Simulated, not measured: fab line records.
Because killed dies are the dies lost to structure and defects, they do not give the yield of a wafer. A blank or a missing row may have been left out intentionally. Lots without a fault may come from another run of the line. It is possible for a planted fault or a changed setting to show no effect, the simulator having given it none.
One fault seen from 2 desks -- flow nandHarc -- every desk sees just its own numbers, and what lay behind them comes last

## FOR THE TOOL OWNER'S DESK: rieDiel-03
The tool's own readings at NHARC_A_WL_FILL_ETCHBACK_16 (etches the open film in C4F8/O2/Ar, target depth 88 nm, time 17.6 s): means of the sampled wafers that have a number, for each lot that ran on this tool. Any lot whose mean is over 4 standard deviations away from the usual mean is out of limits and marked OUT; that distance is given in the brackets.
Columns: A = oesProductAu at NHARC_A_WL_FILL_ETCHBACK_16, usual 0.984 a.u.; B = rfVppV at NHARC_A_WL_FILL_ETCHBACK_16, usual 723 V; C = runLengthS at NHARC_A_WL_FILL_ETCHBACK_16, usual 39.1 s
lot,first seen here,A,B,C
L821,day 16 04:02,0.996,724,38.7
L820,day 16 07:30,0.917,724,39.1
L823,day 16 23:31,0.921,717,38.9
L826,day 17 06:04,0.994,724,37.6
Finding of this desk: none of the 4 lots has anything out of limits.

## THE DEFECT DESK
Lot by lot, what the route's inspections counted, given as the mean of those sampled wafers with a number. Any lot whose mean is over 4 standard deviations away from the usual mean is out of limits and marked OUT; that distance is given in the brackets.
Columns: A = rawDefectCount at NHARC_A_SIN_REMOVE_INSPECT_04, usual 290
lot,first seen here,A
L819,day 15 08:43,267
L821,day 15 08:43,265
L818,day 15 11:57,295
L820,day 15 11:57,302
L822,day 15 16:25,265
L823,day 16 05:19,246
L826,day 16 10:48,244
L831,day 17 22:44,358
L832,day 17 22:46,307
L838,day 19 08:05,328
L836,day 19 14:40,274
L840,day 19 17:29,349
L837,day 19 21:26,268
Finding of this desk: none of the 13 lots has anything out of limits.

## PUT TOGETHER
The desk of the tool owner found nothing out of limits.
No out-of-limits result turned up at the defect desk.

## WHAT HAD BEEN PUT IN BY THE SIMULATOR
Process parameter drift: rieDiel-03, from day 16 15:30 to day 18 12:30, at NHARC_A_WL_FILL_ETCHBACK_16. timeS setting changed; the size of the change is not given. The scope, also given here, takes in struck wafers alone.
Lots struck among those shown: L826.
